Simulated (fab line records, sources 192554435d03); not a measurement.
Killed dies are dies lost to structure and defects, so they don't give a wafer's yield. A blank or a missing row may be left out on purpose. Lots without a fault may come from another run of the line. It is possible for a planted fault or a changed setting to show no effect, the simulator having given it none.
Which tool was responsible? | flow n5-finfet | at 1 step of a route of 1938, 10 lots with 30 wafers sampled

## WHAT THE GAUGES READ, wafer by wafer
N5_BEOL_M2_THK_MEAS_01.
lot  | measured     | on            | M2_ILD_THK (nm)
L121 | day 7 01:05  | film-metro-01 | 79.5 79.3 80.2
L123 | day 7 01:31  | film-metro-01 | 79.4 78.8 79.3
L127 | day 8 10:59  | film-metro-02 | 79.2 81.7 80.9
L128 | day 8 20:25  | film-metro-01 | 78.3 79.3 79.7
L129 | day 8 20:48  | film-metro-01 | 76.6 79.2 78.9
L130 | day 8 23:22  | film-metro-02 | 78.6 80.0 78.7
L131 | day 9 04:26  | film-metro-02 | 78.9 79.2 79.8
L132 | day 9 13:05  | film-metro-01 | 79.9 80.0 80.8
L141 | day 12 18:42 | film-metro-02 | 78.8 79.3 79.1
L142 | day 12 20:28 | film-metro-02 | 77.9 79.4 79.8

## WHAT TOOL EACH LOT RAN ON (gives the tool, then ch and the chambers of the sampled wafers, and finally the start)
The record shows no process step preceding these readings.

## THE ANSWER, worked out from the rows above alone
Rule: the lots themselves supply what counts as usual. Put in order of their means at a reading, lots are off if they are a third of the lots or fewer, leave a main group of 4 or more, and stand apart from it by a gap of 3 or more times the standard deviation of the main group's means; of several such gaps the widest counts. The tables above print the reading to a certain number of digits; a main group whose means all agree to those digits is not used. A lot without any number at a reading at which 4 lots or more have one is off too. All remaining lots with rows at the step are treated as sound.
None of the lots is off at any reading shown; this tells nothing.

## WHAT WAS PUT IN BY THE SIMULATOR
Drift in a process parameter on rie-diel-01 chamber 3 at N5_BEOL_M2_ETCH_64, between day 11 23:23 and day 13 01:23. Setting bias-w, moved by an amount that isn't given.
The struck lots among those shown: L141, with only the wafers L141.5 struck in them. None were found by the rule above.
